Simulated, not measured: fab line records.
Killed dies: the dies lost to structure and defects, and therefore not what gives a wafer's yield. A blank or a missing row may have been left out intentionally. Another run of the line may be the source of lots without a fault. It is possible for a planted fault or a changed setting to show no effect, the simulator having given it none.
Split-lot trial    flow n5_finfet    on a route of 1938 steps: 7 lots, 39 wafers read

## SPLIT DETAILS
At N5_HKMG_FIN_DEVELOP_11 (develop time 30 s), the setting develop_time_s was moved away from the recipe's 30 s on 18 of the 39 wafers read, by -46.0% to +56.0%. The other wafers ran this setting at the recipe's value.

Split to reading: the file shows no intervening step.

## THE READING
cd_nm, in nm, at N5_HKMG_FIN_CD_MEAS_12 (target cd 92.8 nm). Typical for fault-free wafers on this fab line: 92.7 nm, with standard deviation 0.45 nm.

wafer   tool, chamber at the split  develop_time_s as run, s  against the recipe  cd_nm, nm  against lot-mates on the recipe
L074.1  litho_track-01, 0           30                        recipe              92.5       -
L074.4  litho_track-01, 0           30                        recipe              92.2       -
L074.5  litho_track-01, 0           30                        recipe              93.0       -
L075.1  litho_track-04, 0           20.25                     -32.5%              91.3       -2.0
L075.2  litho_track-04, 0           20.25                     -32.5%              91.2       -2.1
L075.3  litho_track-04, 0           30                        recipe              93.0       -
L075.4  litho_track-04, 0           30                        recipe              94.1       -
L075.5  litho_track-04, 0           30                        recipe              92.9       -
L075.6  litho_track-04, 0           20.25                     -32.5%              91.4       -1.9
L079.1  litho_track-05, 0           35.11                     +17.0%              93.6       +1.2
L079.2  litho_track-05, 0           30                        recipe              92.2       -
L079.3  litho_track-05, 0           30                        recipe              92.6       -
L079.4  litho_track-05, 0           35.11                     +17.0%              94.2       +1.8
L079.5  litho_track-05, 0           30                        recipe              92.4       -
L079.6  litho_track-05, 0           35.11                     +17.0%              93.0       +0.6
L080.1  litho_track-04, 0           22.4                      -25.3%              91.6       -1.4
L080.2  litho_track-04, 0           22.4                      -25.3%              91.4       -1.6
L080.3  litho_track-04, 0           30                        recipe              92.8       -
L080.4  litho_track-04, 0           22.4                      -25.3%              92.3       -0.7
L080.5  litho_track-04, 0           30                        recipe              93.2       -
L080.6  litho_track-04, 0           30                        recipe              93.0       -
L083.1  litho_track-01, 0           30                        recipe              93.0       -
L083.2  litho_track-01, 0           42.28                     +40.9%              94.2       +1.2
L083.3  litho_track-01, 0           42.28                     +40.9%              94.7       +1.7
L083.4  litho_track-01, 0           42.28                     +40.9%              93.8       +0.8
L083.5  litho_track-01, 0           30                        recipe              93.1       -
L083.6  litho_track-01, 0           30                        recipe              93.0       -
L086.1  litho_track-05, 0           46.79                     +56.0%              95.0       +2.5
L086.2  litho_track-05, 0           30                        recipe              92.4       -
L086.3  litho_track-05, 0           46.79                     +56.0%              95.3       +2.8
L086.4  litho_track-05, 0           46.79                     +56.0%              95.6       +3.1
L086.5  litho_track-05, 0           30                        recipe              92.6       -
L086.6  litho_track-05, 0           30                        recipe              92.6       -
L089.1  litho_track-01, 0           16.19                     -46.0%              89.5       -3.0
L089.2  litho_track-01, 0           30                        recipe              92.1       -
L089.3  litho_track-01, 0           16.19                     -46.0%              89.5       -3.0
L089.4  litho_track-01, 0           30                        recipe              92.7       -
L089.5  litho_track-01, 0           16.19                     -46.0%              88.1       -4.4
L089.6  litho_track-01, 0           30                        recipe              92.7       -

FIT RESULTS
A straight line over all 39 wafers: cd_nm changes by +0.0519 nm for each +1% of develop_time_s; r = +0.92; the points scatter about the line by 0.61 nm.
The same after taking each lot's own level away (the mean of its wafers on the recipe; 39 wafers): +0.0542 nm for each +1%; r = +0.94; scatter 0.53 nm.
On that fit, the largest move of develop_time_s shifts the reading by 3 nm.
The lots' own levels span 92.40 to 93.33 nm, that is 2.1 times the standard deviation above.
The two slopes agree, so the slope changes little with the lot-to-lot level.
Check: for one of the wafers moved furthest among these (+56.0%), held out of the fit, the line's prediction against its lot-mates is +2.93 nm. It came out at +2.47 nm against them.

## THESE WAFERS: OTHER SPLITS
Note: prior to the reading, these wafers also went through further splits. Each is held against what the fit with the lots' levels taken away leaves over:
other split on the same wafers                  wafers away from the commonest value  r with cd_nm (lot level and that fit taken away)
N5_PMOS_HMC_CHANNEL_EPI_HM_DEP_34 target_thk_a  12                                    +0.02
N5_FIN_SAQP_ETCH_69 target_depth_a              9                                     +0.04
N5_HKMG_FIN_HK_ALD_01 ald_cycles                18                                    -0.12

## FILE'S OWN FIT
cd_nm changes by +0.0538 nm for each +1% of develop_time_s, r = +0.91.
